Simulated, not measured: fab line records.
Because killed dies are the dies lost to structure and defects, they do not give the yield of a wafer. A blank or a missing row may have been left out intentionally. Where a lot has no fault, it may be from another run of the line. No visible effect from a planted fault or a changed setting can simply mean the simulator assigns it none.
What tool caused it? | flow n5Finfet | 24 lots, 72 wafers sampled, at 5 steps of a route of 1938

== WHAT EACH GAUGE READ, for each wafer ==
N5_BEOL_M13_RS_MEAS_54: measures by four-point-probe.
lot  | measured     | on           | M13_RS (ohm/sq)
L074 | day 10 13:01 | filmMetro-02 | 0.0454 0.0447 0.0443
L075 | day 11 07:33 | filmMetro-02 | 0.0456 0.0438 0.0449
L077 | day 11 09:16 | filmMetro-02 | 0.0453 0.0452 0.0454
L078 | day 11 09:45 | filmMetro-01 | 0.0440 0.0444 0.0443
L076 | day 11 10:10 | filmMetro-02 | 0.0442 0.0456 0.0456
L079 | day 12 02:02 | filmMetro-01 | 0.0447 0.0449 0.0444
L080 | day 12 11:48 | filmMetro-01 | 0.0447 0.0451 0.0443
L082 | day 12 12:58 | filmMetro-01 | 0.0453 0.0449 0.0443
L081 | day 12 18:42 | filmMetro-01 | 0.0442 0.0451 0.0452
L083 | day 12 22:48 | filmMetro-01 | 0.0447 0.0465 0.0459
L085 | day 13 15:00 | filmMetro-02 | 0.0443 0.0460 0.0463
L084 | day 13 17:53 | filmMetro-02 | 0.0457 0.0454 0.0442
L087 | day 13 23:08 | filmMetro-02 | 0.0448 0.0451 0.0442
L086 | day 14 11:22 | filmMetro-01 | 0.0441 0.0448 0.0456
L089 | day 14 11:35 | filmMetro-01 | 0.0460 0.0439 0.0456
L090 | day 14 12:53 | filmMetro-02 | 0.0459 0.0448 0.0449
L088 | day 14 13:13 | filmMetro-01 | 0.0449 0.0452 0.0455
L091 | day 15 05:06 | filmMetro-01 | 0.0453 0.0444 0.0441
L092 | day 15 08:34 | filmMetro-02 | 0.0450 0.0441 0.0440
L094 | day 15 16:35 | filmMetro-02 | 0.0444 0.0451 0.0452
L093 | day 15 22:08 | filmMetro-01 | 0.0451 0.0450 0.0454
L095 | day 16 02:19 | filmMetro-02 | 0.0443 0.0456 0.0454
L096 | day 16 03:24 | filmMetro-01 | 0.0450 0.0441 0.0444
L097 | day 16 23:02 | filmMetro-01 | 0.0441 0.0458 0.0445

N5_BEOL_M14_INSPECT_30: inspects for defects (macro).
lot  | measured     | on               | rawDefectCount
L074 | day 10 15:07 | defectInspect-02 | 3 0 5
L075 | day 11 09:08 | defectInspect-01 | 5 2 1
L077 | day 11 10:43 | defectInspect-01 | 1 3 1
L078 | day 11 11:20 | defectInspect-02 | 1 1 3
L076 | day 11 11:53 | defectInspect-01 | 2 2 1
L079 | day 12 03:30 | defectInspect-02 | 4 4 2
L080 | day 12 14:40 | defectInspect-01 | 0 0 2
L082 | day 12 14:50 | defectInspect-01 | 3 1 1
L081 | day 12 20:17 | defectInspect-02 | 3 3 5
L083 | day 13 00:31 | defectInspect-01 | 3 3 0
L085 | day 13 16:40 | defectInspect-01 | 2 1 2
L084 | day 13 20:07 | defectInspect-01 | 2 2 1
L087 | day 14 00:51 | defectInspect-02 | 3 3 0
L086 | day 14 12:58 | defectInspect-01 | 1 3 4
L089 | day 14 13:11 | defectInspect-02 | 2 3 1
L090 | day 14 15:07 | defectInspect-01 | 0 2 3
L088 | day 14 15:28 | defectInspect-02 | 6 3 0
L091 | day 15 06:34 | defectInspect-02 | 1 4 1
L092 | day 15 10:11 | defectInspect-01 | 3 0 1
L094 | day 15 18:02 | defectInspect-02 | 1 1 2
L093 | day 15 23:43 | defectInspect-02 | 5 1 2
L095 | day 16 03:55 | defectInspect-02 | 4 4 2
L096 | day 16 05:07 | defectInspect-01 | 3 1 3
L097 | day 17 00:40 | defectInspect-01 | 5 0 4

N5_BEOL_M15_THK_MEAS_01.
lot  | measured     | on           | M15_ILD_THK (nm)
L074 | day 10 18:31 | filmMetro-02 | 1637 1605 1638
L075 | day 11 14:23 | filmMetro-01 | 1607 1634 1640
L077 | day 11 14:46 | filmMetro-01 | 1620 1646 1632
L078 | day 11 14:37 | filmMetro-02 | 1644 1640 1650
L076 | day 11 15:02 | filmMetro-02 | 1607 1635 1628
L079 | day 12 06:13 | filmMetro-02 | 1610 1604 1645
L080 | day 12 20:17 | filmMetro-02 | 1637 1632 1649
L082 | day 12 20:28 | filmMetro-02 | 1608 1601 1628
L081 | day 13 00:24 | filmMetro-02 | 1628 1616 1623
L083 | day 13 04:11 | filmMetro-02 | 1596 1616 1644
L085 | day 13 20:44 | filmMetro-02 | 1600 1607 1595
L084 | day 13 22:52 | filmMetro-02 | 1579 1603 1617
L087 | day 14 04:07 | filmMetro-02 | 1615 1657 1641
L086 | day 14 18:08 | filmMetro-01 | 1667 1649 1672
L089 | day 14 18:49 | filmMetro-01 | 1611 1630 1640
L090 | day 14 19:39 | filmMetro-02 | 1609 1617 1642
L088 | day 14 20:48 | filmMetro-01 | 1618 1629 1639
L091 | day 15 11:23 | filmMetro-02 | 1610 1628 1638
L092 | day 15 17:03 | filmMetro-02 | 1604 1633 1635
L094 | day 15 21:39 | filmMetro-02 | 1603 1647 1640
L093 | day 16 04:08 | filmMetro-01 | 1618 1659 1645
L095 | day 16 10:37 | filmMetro-01 | 1613 1659 1637
L096 | day 16 11:29 | filmMetro-01 | 1605 1597 1609
L097 | day 17 03:44 | filmMetro-02 | 1606 1641 1635

== WHAT TOOL EACH LOT RAN ON (gives the tool, then ch and the chambers of the sampled wafers, and finally the start) ==
lot  | N5_BEOL_M13_ETCH_67               | N5_BEOL_M14_SPUTTER_45
L074 | rieDiel-02 ch 1,3, day 10 10:16   | pvdSputter-01, day 10 17:03
L075 | rieDiel-02 ch 0,1,3, day 11 05:02 | pvdSputter-03, day 11 13:02
L077 | rieDiel-02 ch 0,1,2, day 11 05:41 | pvdSputter-03, day 11 13:21
L078 | rieDiel-03 ch 0,3, day 11 06:07   | pvdSputter-01, day 11 13:16
L076 | rieDiel-03 ch 2,3, day 11 08:03   | pvdSputter-03, day 11 13:40
L079 | rieDiel-02 ch 0,2, day 11 21:26   | pvdSputter-02, day 12 04:51
L080 | rieDiel-02 ch 0,1,2, day 12 08:19 | pvdSputter-03, day 12 17:24
L082 | rieDiel-03 ch 0,1, day 12 10:07   | pvdSputter-01, day 12 17:26
L081 | rieDiel-06 ch 0,1,2, day 12 14:55 | pvdSputter-01, day 12 23:03
L083 | rieDiel-03 ch 1,2,3, day 12 20:08 | pvdSputter-03, day 13 02:44
L085 | rieDiel-03 ch 2,3, day 13 12:33   | pvdSputter-01, day 13 18:47
L084 | rieDiel-06 ch 0,2,3, day 13 13:30 | pvdSputter-01, day 13 21:31
L087 | rieDiel-06 ch 0,1,3, day 13 20:58 | pvdSputter-02, day 14 02:45
L086 | rieDiel-06 ch 0,2,3, day 14 03:53 | pvdSputter-02, day 14 16:50
L089 | rieDiel-02 ch 1,2,3, day 14 04:31 | pvdSputter-01, day 14 16:58
L090 | rieDiel-03 ch 0,1,3, day 14 05:04 | pvdSputter-01, day 14 18:03
L088 | rieDiel-06 ch 1,3, day 14 08:55   | pvdSputter-02, day 14 19:28
L091 | rieDiel-03 ch 0,2,3, day 15 02:59 | pvdSputter-01, day 15 09:55
L092 | rieDiel-03 ch 0,1,3, day 15 05:50 | pvdSputter-02, day 15 15:36
L094 | rieDiel-06 ch 1,2,3, day 15 10:06 | pvdSputter-02, day 15 20:17
L093 | rieDiel-02 ch 0,2, day 15 19:33   | pvdSputter-01, day 16 01:52
L095 | rieDiel-03 ch 0,1,2, day 15 20:05 | pvdSputter-03, day 16 08:49
L096 | rieDiel-06 ch 1,3, day 15 23:25   | pvdSputter-01, day 16 09:43
L097 | rieDiel-03 ch 2,3, day 16 20:19   | pvdSputter-02, day 17 02:16
- N5_BEOL_M13_ETCH_67: etches SiARC in CF4, target depth 143 nm, time 238.3 s.
- N5_BEOL_M14_SPUTTER_45: material Cu, target thk 100 nm, time 16.67 s.

== AS READ BY THE TOOLS THEMSELVES (means over the sampled wafers that have a number; for cases with no such wafer, the mark the record gives instead) ==
N5_BEOL_M13_ETCH_67.
lot  | tool       | drypumpMotorCurrentA (A) | etchRfOnTimeS (s) | oesProductAu (a.u.) | rfVppV (V) | showerheadPlenumPTorr (Torr) | throttleValvePct (%)
L074 | rieDiel-02 | 6.0                      | 238               | 0.68                | 185.7      | 2.24                         | 15.40
L075 | rieDiel-02 | 5.9                      | 237               | 0.69                | 185.2      | 2.25                         | 15.39
L077 | rieDiel-02 | 6.1                      | 242               | 0.64                | 184.4      | 2.17                         | 15.58
L078 | rieDiel-03 | 6.2                      | 238               | 0.74                | 183.6      | 2.10                         | 15.54
L076 | rieDiel-03 | 5.3                      | 241               | 0.67                | 182.9      | 2.07                         | 15.68
L079 | rieDiel-02 | 6.1                      | 239               | 0.67                | 183.9      | 2.18                         | 15.55
L080 | rieDiel-02 | 6.1                      | 241               | 0.64                | 184.7      | 2.17                         | 15.59
L082 | rieDiel-03 | 6.4                      | 237               | 0.68                | 183.7      | 2.13                         | 15.65
L081 | rieDiel-06 | 5.7                      | 239               | 0.76                | 184.4      | 2.15                         | 15.40
L083 | rieDiel-03 | 5.5                      | 239               | 0.66                | 183.4      | 2.12                         | 15.74
L085 | rieDiel-03 | 5.3                      | 243               | 0.66                | 183.7      | 2.07                         | 15.71
L084 | rieDiel-06 | 5.6                      | 237               | 0.73                | 184.9      | 2.17                         | 15.43
L087 | rieDiel-06 | 6.0                      | 239               | 0.74                | 184.4      | 2.17                         | 15.37
L086 | rieDiel-06 | 5.7                      | 236               | 0.72                | 183.7      | 2.17                         | 15.45
L089 | rieDiel-02 | 6.0                      | 240               | 0.65                | 184.9      | 2.17                         | 15.67
L090 | rieDiel-03 | 6.0                      | 239               | 0.68                | 185.0      | 2.13                         | 15.70
L088 | rieDiel-06 | 6.0                      | 240               | 0.69                | 185.3      | 2.22                         | 15.37
L091 | rieDiel-03 | 5.8                      | 240               | 0.68                | 182.7      | 2.08                         | 15.64
L092 | rieDiel-03 | 5.9                      | 236               | 0.69                | 183.6      | 2.13                         | 15.70
L094 | rieDiel-06 | 5.7                      | 237               | 0.70                | 185.5      | 2.19                         | 15.46
L093 | rieDiel-02 | 6.2                      | 240               | 0.62                | 183.2      | 2.10                         | 15.84
L095 | rieDiel-03 | 6.0                      | 243               | 0.64                | 183.5      | 2.11                         | 15.77
L096 | rieDiel-06 | 6.0                      | 237               | 0.70                | 184.9      | 2.19                         | 15.40
L097 | rieDiel-03 | 5.3                      | 236               | 0.69                | 183.4      | 2.08                         | 15.70

N5_BEOL_M14_SPUTTER_45.
lot  | tool          | chuckSensorTempC (C) | throttleValvePct (%)
L074 | pvdSputter-01 | -15.6                | 27.8
L075 | pvdSputter-03 | -16.2                | 29.8
L077 | pvdSputter-03 | -16.0                | 30.2
L078 | pvdSputter-01 | -15.9                | 30.3
L076 | pvdSputter-03 | -16.1                | 30.5
L079 | pvdSputter-02 | -16.5                | 29.9
L080 | pvdSputter-03 | -15.7                | 30.9
L082 | pvdSputter-01 | -15.7                | 29.1
L081 | pvdSputter-01 | -15.9                | 27.9
L083 | pvdSputter-03 | -16.3                | 30.4
L085 | pvdSputter-01 | -16.2                | 29.5
L084 | pvdSputter-01 | -16.2                | 28.2
L087 | pvdSputter-02 | -16.3                | 30.7
L086 | pvdSputter-02 | -15.9                | 30.4
L089 | pvdSputter-01 | -16.0                | 29.3
L090 | pvdSputter-01 | -15.8                | 29.1
L088 | pvdSputter-02 | -15.6                | 29.9
L091 | pvdSputter-01 | -15.9                | 27.0
L092 | pvdSputter-02 | -15.9                | 29.8
L094 | pvdSputter-02 | -15.8                | 30.2
L093 | pvdSputter-01 | -16.2                | 27.3
L095 | pvdSputter-03 | -16.2                | 30.5
L096 | pvdSputter-01 | -16.5                | 28.8
L097 | pvdSputter-02 | -16.4                | 30.3

== THE ANSWER, worked out from the rows above alone ==
Rule: what is usual is taken from the lots themselves. Put in order of their means at a reading, lots are off if they are a third of the lots or fewer, leave a main group of 4 or more, and stand apart from it by a gap of 3 or more times the standard deviation of the main group's means; of several such gaps the widest counts. A main group whose means are all the same, to the digits that the tables above print for the reading, isn't used. A lot without any number at a reading at which 4 lots or more have one is off too. Where the step has rows for the other lots, those lots are counted as sound. After the gauges, taken in route order, come the tools' own readings; for these a lot's mean is taken, as printed above. At the first step where some lot is off, the reading lying furthest off is the one used; lots without a number count as furthest.
No lot is off at any reading shown: from this, nothing can be told.

== WHAT THE SIMULATOR HAD INSERTED ==
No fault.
